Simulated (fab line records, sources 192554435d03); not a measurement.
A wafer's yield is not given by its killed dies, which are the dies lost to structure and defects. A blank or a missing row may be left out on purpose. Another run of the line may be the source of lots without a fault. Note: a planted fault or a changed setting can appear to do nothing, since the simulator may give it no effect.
Which tool did it? || flow n5 finfet || 10 lots with 26 wafers sampled at 6 steps, on a route of 1938 steps

## WHAT EACH GAUGE READ, for each wafer
N5_STI_FIN_REVEAL_INSPECT_13: inspects for defects (darkfield).
{"lot": "L826", "measured": "day 2 19:34", "on": "defect inspect-01", "raw defect count": "7 13"}
{"lot": "L829", "measured": "day 3 14:38", "on": "defect inspect-02", "raw defect count": "10 10 9"}
{"lot": "L830", "measured": "day 3 20:42", "on": "defect inspect-01", "raw defect count": "9 15 9"}
{"lot": "L833", "measured": "day 4 11:59", "on": "defect inspect-01", "raw defect count": "16 17 15"}
{"lot": "L834", "measured": "day 4 22:52", "on": "defect inspect-02", "raw defect count": "15 8"}
{"lot": "L840", "measured": "day 6 10:20", "on": "defect inspect-02", "raw defect count": "355 351 325"}
{"lot": "L842", "measured": "day 6 21:08", "on": "defect inspect-02", "raw defect count": "348 340 327"}
{"lot": "L845", "measured": "day 7 13:08", "on": "defect inspect-02", "raw defect count": "15 11 14"}
{"lot": "L847", "measured": "day 8 00:07", "on": "defect inspect-01", "raw defect count": "30 12"}
{"lot": "L848", "measured": "day 8 09:17", "on": "defect inspect-02", "raw defect count": "16 8"}

N5_BEOL_M4_RC_MEAS_101.
{"lot": "L826", "measured": "day 7 20:10", "on": "prober-01", "DIBL_N (mV/V)": "35.2 36.8", "DIBL_P (mV/V)": "35.1 35.2", "IOFF_N (nA/um)": "0.17 0.21", "IOFF_P (nA/um)": "0.22 0.22", "ION_N (uA/um)": "691 694", "ION_P (uA/um)": "472 466", "SS_N (mV/dec)": "70.9 71.7", "SS_P (mV/dec)": "73.1 73.5", "VT_N (mV)": "244 242", "VT_P (mV)": "-245 -246"}
{"lot": "L829", "measured": "day 9 05:07", "on": "prober-01", "DIBL_N (mV/V)": "37.3 32.4 38.7", "DIBL_P (mV/V)": "37.2 31.9 39.4", "IOFF_N (nA/um)": "0.17 0.11 0.20", "IOFF_P (nA/um)": "0.19 0.14 0.25", "ION_N (uA/um)": "664 654 670", "ION_P (uA/um)": "446 445 459", "SS_N (mV/dec)": "72.3 70.8 71.8", "SS_P (mV/dec)": "73.7 72.6 74.5", "VT_N (mV)": "251 256 246", "VT_P (mV)": "-255 -257 -251"}
{"lot": "L830", "measured": "day 9 00:43", "on": "prober-02", "DIBL_N (mV/V)": "36.9 37.0 37.0", "DIBL_P (mV/V)": "37.7 39.5 38.4", "IOFF_N (nA/um)": "0.20 0.18 0.18", "IOFF_P (nA/um)": "0.25 0.28 0.26", "ION_N (uA/um)": "705 681 692", "ION_P (uA/um)": "478 474 479", "SS_N (mV/dec)": "71.5 71.4 71.2", "SS_P (mV/dec)": "73.2 74.4 73.7", "VT_N (mV)": "244 249 247", "VT_P (mV)": "-246 -249 -248"}
{"lot": "L833", "measured": "day 9 20:21", "on": "prober-02", "DIBL_N (mV/V)": "35.6 34.8 35.3", "DIBL_P (mV/V)": "34.3 33.3 34.1", "IOFF_N (nA/um)": "0.16 0.13 0.14", "IOFF_P (nA/um)": "0.23 0.22 0.23", "ION_N (uA/um)": "701 683 686", "ION_P (uA/um)": "483 475 472", "SS_N (mV/dec)": "71.3 69.7 70.6", "SS_P (mV/dec)": "72.8 72.4 72.8", "VT_N (mV)": "243 248 248", "VT_P (mV)": "-245 -248 -247"}
{"lot": "L834", "measured": "day 10 00:16", "on": "prober-01", "DIBL_N (mV/V)": "35.4 37.5", "DIBL_P (mV/V)": "34.6 39.3", "IOFF_N (nA/um)": "0.14 0.18", "IOFF_P (nA/um)": "0.15 0.25", "ION_N (uA/um)": "656 675", "ION_P (uA/um)": "445 459", "SS_N (mV/dec)": "71.9 71.5", "SS_P (mV/dec)": "72.7 73.4", "VT_N (mV)": "252 247", "VT_P (mV)": "-257 -250"}
{"lot": "L840", "measured": "day 12 04:15", "on": "prober-01", "DIBL_N (mV/V)": "38.6 38.6 35.6", "DIBL_P (mV/V)": "39.3 39.2 36.2", "IOFF_N (nA/um)": "0.22 0.21 0.17", "IOFF_P (nA/um)": "0.24 0.26 0.20", "ION_N (uA/um)": "685 683 696", "ION_P (uA/um)": "466 472 474", "SS_N (mV/dec)": "72.4 72.2 71.3", "SS_P (mV/dec)": "73.3 73.0 72.3", "VT_N (mV)": "248 248 248", "VT_P (mV)": "-251 -248 -249"}
{"lot": "L842", "measured": "day 12 05:52", "on": "prober-02", "DIBL_N (mV/V)": "33.6 35.3 34.5", "DIBL_P (mV/V)": "34.1 36.7 37.0", "IOFF_N (nA/um)": "0.12 0.14 0.14", "IOFF_P (nA/um)": "0.17 0.20 0.21", "ION_N (uA/um)": "669 647 688", "ION_P (uA/um)": "457 447 473", "SS_N (mV/dec)": "71.5 71.2 70.9", "SS_P (mV/dec)": "72.7 72.7 73.6", "VT_N (mV)": "255 251 250", "VT_P (mV)": "-253 -249 -249"}
{"lot": "L845", "measured": "day 12 12:43", "on": "prober-01", "DIBL_N (mV/V)": "36.8 31.9 35.9", "DIBL_P (mV/V)": "37.8 32.6 36.6", "IOFF_N (nA/um)": "0.16 0.09 0.15", "IOFF_P (nA/um)": "0.21 0.15 0.20", "ION_N (uA/um)": "685 660 676", "ION_P (uA/um)": "465 463 468", "SS_N (mV/dec)": "71.4 70.5 71.2", "SS_P (mV/dec)": "73.6 71.4 72.9", "VT_N (mV)": "250 258 251", "VT_P (mV)": "-248 -256 -251"}
{"lot": "L847", "measured": "day 13 13:23", "on": "prober-01", "DIBL_N (mV/V)": "34.7 33.0", "DIBL_P (mV/V)": "35.0 31.9", "IOFF_N (nA/um)": "0.12 0.11", "IOFF_P (nA/um)": "0.17 0.15", "ION_N (uA/um)": "664 663", "ION_P (uA/um)": "460 464", "SS_N (mV/dec)": "71.2 70.9", "SS_P (mV/dec)": "72.7 71.9", "VT_N (mV)": "254 258", "VT_P (mV)": "-253 -256"}
{"lot": "L848", "measured": "day 13 23:28", "on": "prober-01", "DIBL_N (mV/V)": "38.3 39.1", "DIBL_P (mV/V)": "37.2 37.9", "IOFF_N (nA/um)": "0.19 0.21", "IOFF_P (nA/um)": "0.21 0.22", "ION_N (uA/um)": "689 679", "ION_P (uA/um)": "465 454", "SS_N (mV/dec)": "72.3 73.5", "SS_P (mV/dec)": "74.2 73.3", "VT_N (mV)": "249 246", "VT_P (mV)": "-253 -250"}

## WHICH TOOL RAN EACH LOT (tool, then ch and the chambers of the sampled wafers, then the start)
{"lot": "L826", "N5_FIN_CUT_STRIP_22": "rie diel-06 ch 1,2, day 2 10:42", "N5_STI_FIN_REVEAL_ETCHBACK_08": "rie diel-04 ch 0,3, day 2 16:31", "N5_STI_FIN_REVEAL_STRIP_24": "rie diel-04 ch 0,3, day 2 16:33", "N5_STI_FIN_REVEAL_PRECLEAN_17": "remote plasma-01 ch 0, day 2 18:45"}
{"lot": "L829", "N5_FIN_CUT_STRIP_22": "rie diel-06 ch 0,1,3, day 3 05:46", "N5_STI_FIN_REVEAL_ETCHBACK_08": "rie diel-05 ch 0,2,3, day 3 11:35", "N5_STI_FIN_REVEAL_STRIP_24": "rie diel-05 ch 0,2,3, day 3 11:38", "N5_STI_FIN_REVEAL_PRECLEAN_17": "remote plasma-01 ch 1, day 3 13:44"}
{"lot": "L830", "N5_FIN_CUT_STRIP_22": "rie diel-06 ch 1,2, day 3 11:04", "N5_STI_FIN_REVEAL_ETCHBACK_08": "rie diel-04 ch 0,2, day 3 17:38", "N5_STI_FIN_REVEAL_STRIP_24": "rie diel-04 ch 0,2, day 3 17:40", "N5_STI_FIN_REVEAL_PRECLEAN_17": "remote plasma-02 ch 0, day 3 19:49"}
{"lot": "L833", "N5_FIN_CUT_STRIP_22": "rie diel-02 ch 0,1,3, day 4 03:07", "N5_STI_FIN_REVEAL_ETCHBACK_08": "rie diel-04 ch 0,1,3, day 4 08:57", "N5_STI_FIN_REVEAL_STRIP_24": "rie diel-04 ch 0,1,3, day 4 08:59", "N5_STI_FIN_REVEAL_PRECLEAN_17": "remote plasma-02 ch 1, day 4 11:05"}
{"lot": "L834", "N5_FIN_CUT_STRIP_22": "rie diel-06 ch 0,2, day 4 11:46", "N5_STI_FIN_REVEAL_ETCHBACK_08": "rie diel-05 ch 0,3, day 4 19:49", "N5_STI_FIN_REVEAL_STRIP_24": "rie diel-05 ch 0,3, day 4 19:50", "N5_STI_FIN_REVEAL_PRECLEAN_17": "remote plasma-01 ch 0, day 4 21:58"}
{"lot": "L840", "N5_FIN_CUT_STRIP_22": "rie diel-02 ch 0,1,3, day 6 00:52", "N5_STI_FIN_REVEAL_ETCHBACK_08": "rie diel-03 ch 1,2,3, day 6 07:01", "N5_STI_FIN_REVEAL_STRIP_24": "rie diel-03 ch 1,2,3, day 6 07:04", "N5_STI_FIN_REVEAL_PRECLEAN_17": "remote plasma-02 ch 1, day 6 09:20"}
{"lot": "L842", "N5_FIN_CUT_STRIP_22": "rie diel-02 ch 0,2,3, day 6 10:19", "N5_STI_FIN_REVEAL_ETCHBACK_08": "rie diel-03 ch 0,1,3, day 6 17:44", "N5_STI_FIN_REVEAL_STRIP_24": "rie diel-03 ch 0,1,3, day 6 17:47", "N5_STI_FIN_REVEAL_PRECLEAN_17": "remote plasma-02 ch 1, day 6 20:07"}
{"lot": "L845", "N5_FIN_CUT_STRIP_22": "rie diel-01 ch 1,2, day 7 03:11", "N5_STI_FIN_REVEAL_ETCHBACK_08": "rie diel-04 ch 0,1, day 7 10:02", "N5_STI_FIN_REVEAL_STRIP_24": "rie diel-04 ch 0,1, day 7 10:05", "N5_STI_FIN_REVEAL_PRECLEAN_17": "remote plasma-01 ch 0, day 7 12:14"}
{"lot": "L847", "N5_FIN_CUT_STRIP_22": "rie diel-06 ch 2,3, day 7 14:59", "N5_STI_FIN_REVEAL_ETCHBACK_08": "rie diel-04 ch 0,1, day 7 20:51", "N5_STI_FIN_REVEAL_STRIP_24": "rie diel-04 ch 0,1, day 7 20:55", "N5_STI_FIN_REVEAL_PRECLEAN_17": "remote plasma-01 ch 1, day 7 23:16"}
{"lot": "L848", "N5_FIN_CUT_STRIP_22": "rie diel-06 ch 1,2, day 7 23:35", "N5_STI_FIN_REVEAL_ETCHBACK_08": "rie diel-05 ch 1,3, day 8 06:13", "N5_STI_FIN_REVEAL_STRIP_24": "rie diel-05 ch 1,3, day 8 06:15", "N5_STI_FIN_REVEAL_PRECLEAN_17": "remote plasma-01 ch 0, day 8 08:23"}
- N5_FIN_CUT_STRIP_22: strips in N2/H2.
- N5_STI_FIN_REVEAL_ETCHBACK_08: etches SiO2 in C4F6/O2, target depth 30.5 nm, time 10.167 s.
- N5_STI_FIN_REVEAL_STRIP_24: strips in N2/H2, time 90 s.
- N5_STI_FIN_REVEAL_PRECLEAN_17: cleans in NF3:NH3, afs cycles 1, time 20 s, sublimation time 60 s.

## WHAT THE TOOLS THEMSELVES READ (means of the sampled wafers that have a number; where no wafer has one, the mark that the record gives instead)
N5_FIN_CUT_STRIP_22.
{"lot": "L826", "tool": "rie diel-06", "drypump motor current A (A)": 5.5, "oes product au (a.u.)": 0.82, "rf vpp V (V)": 54.5, "showerhead plenum p Torr (Torr)": 3.46, "temp c (C)": 40.09, "throttle valve pct (%)": 19.0}
{"lot": "L829", "tool": "rie diel-06", "drypump motor current A (A)": 5.4, "oes product au (a.u.)": 0.74, "rf vpp V (V)": 52.4, "showerhead plenum p Torr (Torr)": 3.40, "temp c (C)": 40.04, "throttle valve pct (%)": 19.1}
{"lot": "L830", "tool": "rie diel-06", "drypump motor current A (A)": 5.7, "oes product au (a.u.)": 0.79, "rf vpp V (V)": 53.8, "showerhead plenum p Torr (Torr)": 3.47, "temp c (C)": 40.01, "throttle valve pct (%)": 19.2}
{"lot": "L833", "tool": "rie diel-02", "drypump motor current A (A)": 5.9, "oes product au (a.u.)": 0.80, "rf vpp V (V)": 54.8, "showerhead plenum p Torr (Torr)": 3.35, "temp c (C)": 40.11, "throttle valve pct (%)": 18.7}
{"lot": "L834", "tool": "rie diel-06", "drypump motor current A (A)": 5.2, "oes product au (a.u.)": 0.85, "rf vpp V (V)": 52.2, "showerhead plenum p Torr (Torr)": 3.46, "temp c (C)": 39.88, "throttle valve pct (%)": 18.9}
{"lot": "L840", "tool": "rie diel-02", "drypump motor current A (A)": 5.8, "oes product au (a.u.)": 0.79, "rf vpp V (V)": 54.1, "showerhead plenum p Torr (Torr)": 3.34, "temp c (C)": 39.94, "throttle valve pct (%)": 18.7}
{"lot": "L842", "tool": "rie diel-02", "drypump motor current A (A)": 5.7, "oes product au (a.u.)": 0.77, "rf vpp V (V)": 55.4, "showerhead plenum p Torr (Torr)": 3.37, "temp c (C)": 39.99, "throttle valve pct (%)": 18.7}
{"lot": "L845", "tool": "rie diel-01", "drypump motor current A (A)": 5.6, "oes product au (a.u.)": 0.74, "rf vpp V (V)": 54.3, "showerhead plenum p Torr (Torr)": 3.44, "temp c (C)": 39.76, "throttle valve pct (%)": 19.2}
{"lot": "L847", "tool": "rie diel-06", "drypump motor current A (A)": 5.0, "oes product au (a.u.)": 0.79, "rf vpp V (V)": 53.4, "showerhead plenum p Torr (Torr)": 3.29, "temp c (C)": 40.04, "throttle valve pct (%)": 18.9}
{"lot": "L848", "tool": "rie diel-06", "drypump motor current A (A)": 5.5, "oes product au (a.u.)": 0.79, "rf vpp V (V)": 53.8, "showerhead plenum p Torr (Torr)": 3.44, "temp c (C)": 40.07, "throttle valve pct (%)": 19.1}

N5_STI_FIN_REVEAL_ETCHBACK_08.
{"lot": "L826", "tool": "rie diel-04", "drypump motor current A (A)": 5.5, "oes product au (a.u.)": 0.83, "rf vpp V (V)": 680, "showerhead plenum p Torr (Torr)": 2.92, "throttle valve pct (%)": 21.05}
{"lot": "L829", "tool": "rie diel-05", "drypump motor current A (A)": 5.7, "oes product au (a.u.)": 0.76, "rf vpp V (V)": 653, "showerhead plenum p Torr (Torr)": 2.81, "throttle valve pct (%)": 21.17}
{"lot": "L830", "tool": "rie diel-04", "drypump motor current A (A)": 5.0, "oes product au (a.u.)": 0.84, "rf vpp V (V)": 671, "showerhead plenum p Torr (Torr)": 2.86, "throttle valve pct (%)": 21.15}
{"lot": "L833", "tool": "rie diel-04", "drypump motor current A (A)": 5.5, "oes product au (a.u.)": 0.87, "rf vpp V (V)": 678, "showerhead plenum p Torr (Torr)": 2.88, "throttle valve pct (%)": 21.19}
{"lot": "L834", "tool": "rie diel-05", "drypump motor current A (A)": 5.9, "oes product au (a.u.)": 0.73, "rf vpp V (V)": 651, "showerhead plenum p Torr (Torr)": 2.78, "throttle valve pct (%)": 21.27}
{"lot": "L840", "tool": "rie diel-03", "drypump motor current A (A)": 5.7, "oes product au (a.u.)": 0.85, "rf vpp V (V)": 683, "showerhead plenum p Torr (Torr)": 2.90, "throttle valve pct (%)": 21.18}
{"lot": "L842", "tool": "rie diel-03", "drypump motor current A (A)": 5.9, "oes product au (a.u.)": 0.83, "rf vpp V (V)": 672, "showerhead plenum p Torr (Torr)": 2.87, "throttle valve pct (%)": 21.23}
{"lot": "L845", "tool": "rie diel-04", "drypump motor current A (A)": 5.0, "oes product au (a.u.)": 0.86, "rf vpp V (V)": 677, "showerhead plenum p Torr (Torr)": 2.86, "throttle valve pct (%)": 21.19}
{"lot": "L847", "tool": "rie diel-04", "drypump motor current A (A)": 5.0, "oes product au (a.u.)": 0.86, "rf vpp V (V)": 676, "showerhead plenum p Torr (Torr)": 2.84, "throttle valve pct (%)": 21.23}
{"lot": "L848", "tool": "rie diel-05", "drypump motor current A (A)": 5.5, "oes product au (a.u.)": 0.82, "rf vpp V (V)": 646, "showerhead plenum p Torr (Torr)": 2.88, "throttle valve pct (%)": 21.44}

N5_STI_FIN_REVEAL_STRIP_24.
{"lot": "L826", "tool": "rie diel-04", "drypump motor current A (A)": 5.5, "oes product au (a.u.)": 0.82, "rf vpp V (V)": 45.0, "showerhead plenum p Torr (Torr)": 3.46, "temp c (C)": 40.08, "throttle valve pct (%)": 12.03}
{"lot": "L829", "tool": "rie diel-05", "drypump motor current A (A)": 5.7, "oes product au (a.u.)": 0.76, "rf vpp V (V)": 45.3, "showerhead plenum p Torr (Torr)": 3.35, "temp c (C)": 39.98, "throttle valve pct (%)": 12.25}
{"lot": "L830", "tool": "rie diel-04", "drypump motor current A (A)": 5.0, "oes product au (a.u.)": 0.83, "rf vpp V (V)": 45.0, "showerhead plenum p Torr (Torr)": 3.38, "temp c (C)": 40.03, "throttle valve pct (%)": 12.04}
{"lot": "L833", "tool": "rie diel-04", "drypump motor current A (A)": 5.5, "oes product au (a.u.)": 0.85, "rf vpp V (V)": 44.8, "showerhead plenum p Torr (Torr)": 3.42, "temp c (C)": 40.05, "throttle valve pct (%)": 12.13}
{"lot": "L834", "tool": "rie diel-05", "drypump motor current A (A)": 5.9, "oes product au (a.u.)": 0.74, "rf vpp V (V)": 46.5, "showerhead plenum p Torr (Torr)": 3.30, "temp c (C)": 40.02, "throttle valve pct (%)": 12.32}
{"lot": "L840", "tool": "rie diel-03", "drypump motor current A (A)": 5.7, "oes product au (a.u.)": 0.84, "rf vpp V (V)": 45.7, "showerhead plenum p Torr (Torr)": 3.46, "temp c (C)": 40.04, "throttle valve pct (%)": 12.21}
{"lot": "L842", "tool": "rie diel-03", "drypump motor current A (A)": 5.9, "oes product au (a.u.)": 0.83, "rf vpp V (V)": 46.1, "showerhead plenum p Torr (Torr)": 3.41, "temp c (C)": 39.94, "throttle valve pct (%)": 12.21}
{"lot": "L845", "tool": "rie diel-04", "drypump motor current A (A)": 5.0, "oes product au (a.u.)": 0.86, "rf vpp V (V)": 46.5, "showerhead plenum p Torr (Torr)": 3.37, "temp c (C)": 40.03, "throttle valve pct (%)": 11.96}
{"lot": "L847", "tool": "rie diel-04", "drypump motor current A (A)": 5.0, "oes product au (a.u.)": 0.85, "rf vpp V (V)": 45.2, "showerhead plenum p Torr (Torr)": 3.36, "temp c (C)": 39.91, "throttle valve pct (%)": 12.07}
{"lot": "L848", "tool": "rie diel-05", "drypump motor current A (A)": 5.5, "oes product au (a.u.)": 0.83, "rf vpp V (V)": 45.4, "showerhead plenum p Torr (Torr)": 3.41, "temp c (C)": 40.07, "throttle valve pct (%)": 12.37}

N5_STI_FIN_REVEAL_PRECLEAN_17.
{"lot": "L826", "tool": "remote plasma-01", "sublimation temp c (C)": 179.97, "temp c (C)": 29.97}
{"lot": "L829", "tool": "remote plasma-01", "sublimation temp c (C)": 180.25, "temp c (C)": 29.95}
{"lot": "L830", "tool": "remote plasma-02", "sublimation temp c (C)": 179.86, "temp c (C)": 29.95}
{"lot": "L833", "tool": "remote plasma-02", "sublimation temp c (C)": 180.03, "temp c (C)": 29.97}
{"lot": "L834", "tool": "remote plasma-01", "sublimation temp c (C)": 179.90, "temp c (C)": 30.02}
{"lot": "L840", "tool": "remote plasma-02", "sublimation temp c (C)": 179.94, "temp c (C)": 29.88}
{"lot": "L842", "tool": "remote plasma-02", "sublimation temp c (C)": 180.12, "temp c (C)": 30.08}
{"lot": "L845", "tool": "remote plasma-01", "sublimation temp c (C)": 179.92, "temp c (C)": 29.86}
{"lot": "L847", "tool": "remote plasma-01", "sublimation temp c (C)": 180.00, "temp c (C)": 30.01}
{"lot": "L848", "tool": "remote plasma-01", "sublimation temp c (C)": 180.17, "temp c (C)": 30.01}

## THE ANSWER, worked out from the rows above alone
Rule: the usual values come from the lots themselves. Put in order of their means at a reading, lots are off if they are a third of the lots or fewer, leave a main group of 4 or more, and stand apart from it by a gap of 3 or more times the standard deviation of the main group's means; of several such gaps the widest counts. If all means in a main group match to the digits the tables above print for the reading, that group is not used. Also off: a lot with no number at a reading for which 4 or more lots have one. Where the step has rows for the other lots, those lots are counted as sound. Order of review: gauges by route order, followed by the tools' own readings, for which a lot's mean as printed above is used. At the first step where some lot is off, the reading lying furthest off is the one used; lots without a number count as furthest.
Off, at N5_STI_FIN_REVEAL_INSPECT_13 on raw defect count: L840, L842. Mean 13 and standard deviation 3.5 in the main group.
A tool fits if, at a process step before that reading, it ran every lot that is off, and no sound lot after the first of them. Gauges at N5_STI_FIN_REVEAL_INSPECT_13: tried the same way as those tools. Can't be told from this: 3 tools fit, rie diel-02 at N5_FIN_CUT_STRIP_22, rie diel-03 at N5_STI_FIN_REVEAL_ETCHBACK_08 and N5_STI_FIN_REVEAL_STRIP_24, remote plasma-02 at N5_STI_FIN_REVEAL_PRECLEAN_17.

## WHAT THE SIMULATOR PUT IN
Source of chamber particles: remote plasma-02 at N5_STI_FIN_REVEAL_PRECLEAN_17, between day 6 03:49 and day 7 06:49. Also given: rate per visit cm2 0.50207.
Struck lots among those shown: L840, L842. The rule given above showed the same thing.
